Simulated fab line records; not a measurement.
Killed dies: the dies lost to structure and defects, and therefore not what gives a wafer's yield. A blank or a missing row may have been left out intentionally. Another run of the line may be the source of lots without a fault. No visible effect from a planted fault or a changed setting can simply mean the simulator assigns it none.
A struck lot beside a sound one + flow n5-finfet + 18 steps out of a route of 1938
Sound: the wafers L952.2, L952.4, L952.6. Wafers L958.2, L958.4, L958.6 were the ones struck. The cause comes at the end.
At each step with rows: each side's tool, then ch and its chambers, then its first start. Under that, the readings that differ: sound wafers + struck wafers + difference of the means + sigmas: that difference in standard deviations of wafers without a fault.
alike: a reading whose means differ by less than 2 such deviations, as well as words and numbers matching on both sides. not compared: withheld readings; readings where some wafer has no value; bounds like >300 that might hide an equal value; numbers whose values overlap and for which the record gives no deviation.
A row with sigmas, a row that says differs or no value, or rows on one side alone: a step with any of these is where the two part. Numbers that have no deviation but don't overlap get no sigmas and don't part them. A reading missing from all wafers of one side parts the sides only when that side holds two or more wafers.

N5_BEOL_M9_ETCH_62: etches SOC in N2/H2, target depth 110 nm, overetch 22 nm, time 165 s.
  sound on rie-diel-03 ch 0,3, day 12 00:44; struck on rie-diel-05 ch 1,2,3, day 13 20:02
  alike: drypump-motor-current-A, oes-product-au, rf-vpp-V, showerhead-plenum-p-Torr, throttle-valve-pct
  not compared: rf-hours-counter-h
then, 1 step without rows for these wafers: N5_BEOL_M9_STRIP_68 (strips in N2/H2).
N5_BEOL_M9_STRIP_67: strips in CF4.
  sound on rie-diel-03 ch 0,3, day 12 00:52; struck on rie-diel-05 ch 1,2,3, day 13 20:11
  alike: cf4-flow-sccm, drypump-motor-current-A, oes-product-au, rf-vpp-V, showerhead-plenum-p-Torr, throttle-valve-pct
  not compared: rf-hours-counter-h
N5_BEOL_M9_HM_OPEN_17: chemistry Cl2/BCl3, target TiN, target depth 20 nm, overetch 6 nm.
  sound on rie-metal-03 ch 0,1, day 12 00:55; struck on rie-metal-01 ch 0,1, day 13 20:14
  alike: drypump-motor-current-A, he-backside-leak-sccm, oes-product-au, throttle-valve-pct
  not compared: rf-hours-counter-h
N5_BEOL_M9_STRIP_19: strips in O2.
  sound on rie-diel-04 ch 0,2, day 12 01:08; struck on rie-diel-03 ch 0,1, day 13 20:27
  alike: drypump-motor-current-A, oes-product-au, rf-vpp-V, showerhead-plenum-p-Torr, throttle-valve-pct
  not compared: rf-hours-counter-h
N5_BEOL_M9_CD_MEAS_18: pitch 140 nm, target cd 70 nm.
  sound on cd-sem-01 at day 12 01:12; struck on cd-sem-02 at day 13 20:31
  alike: cd-nm
then, 6 steps without rows for these wafers: N5_BEOL_M9_COAT_63 (time 60 s, resist thk 60 nm); N5_BEOL_M9_COAT_64 (time 60 s, resist thk 12 nm); N5_BEOL_M9_COAT_75 (time 60 s, resist thk 5 nm); N5_BEOL_M9_COAT_22 (resist thk 30 nm); N5_BEOL_M9_EBR_24; N5_BEOL_M9_SOFTBAKE_23 (time 60 s).
N5_BEOL_M9_EXPOSE_25: exposes mask V8.
  sound on euv-scanner-01 ch 0, day 12 04:29; struck on euv-scanner-01 ch 0, day 13 21:23
| reading              | sound             | struck            | difference | sigmas |
|----------------------|-------------------|-------------------|------------|--------|
| exposure-dose-mJ-cm2 | 37.16 37.24 37.21 | 40.96 40.96 41.01 | +3.77      | +69    |
  alike: mask
then, 2 steps without rows for these wafers: N5_BEOL_M9_PEB_26 (peb time 60 s); N5_BEOL_M9_DEVELOP_27 (develop time 30 s).
N5_BEOL_M9_CD_MEAS_28: the cd target is 70 nm.
  sound on cd-sem-01 ch 0, day 12 04:37; struck on cd-sem-02 ch 0, day 13 21:31
| reading    | sound             | struck            | difference | sigmas |
|------------|-------------------|-------------------|------------|--------|
| cd-nm (nm) | 69.91 69.98 69.82 | 72.39 71.68 72.12 | +2.16      | +8     |
N5_BEOL_M9_OVL_MEAS_29:
  sound on overlay-02 ch 0, day 12 04:39; struck on overlay-02 ch 0, day 13 21:32
  alike: V8_OVL
next, for these wafers, 1 step has no rows: N5_PASSIVATION_PROBE_49.

## WHERE THEY PART
First at N5_BEOL_M9_EXPOSE_25; last, within this record, at N5_BEOL_M9_CD_MEAS_28. Later steps at which nothing parts them and some readings are alike: N5_BEOL_M9_OVL_MEAS_29.

WHY: the cause the simulator had injected
Drift in process parameters on euv-scanner-01 at N5_BEOL_M9_EXPOSE_25, starting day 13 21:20. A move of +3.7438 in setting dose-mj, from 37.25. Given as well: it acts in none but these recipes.
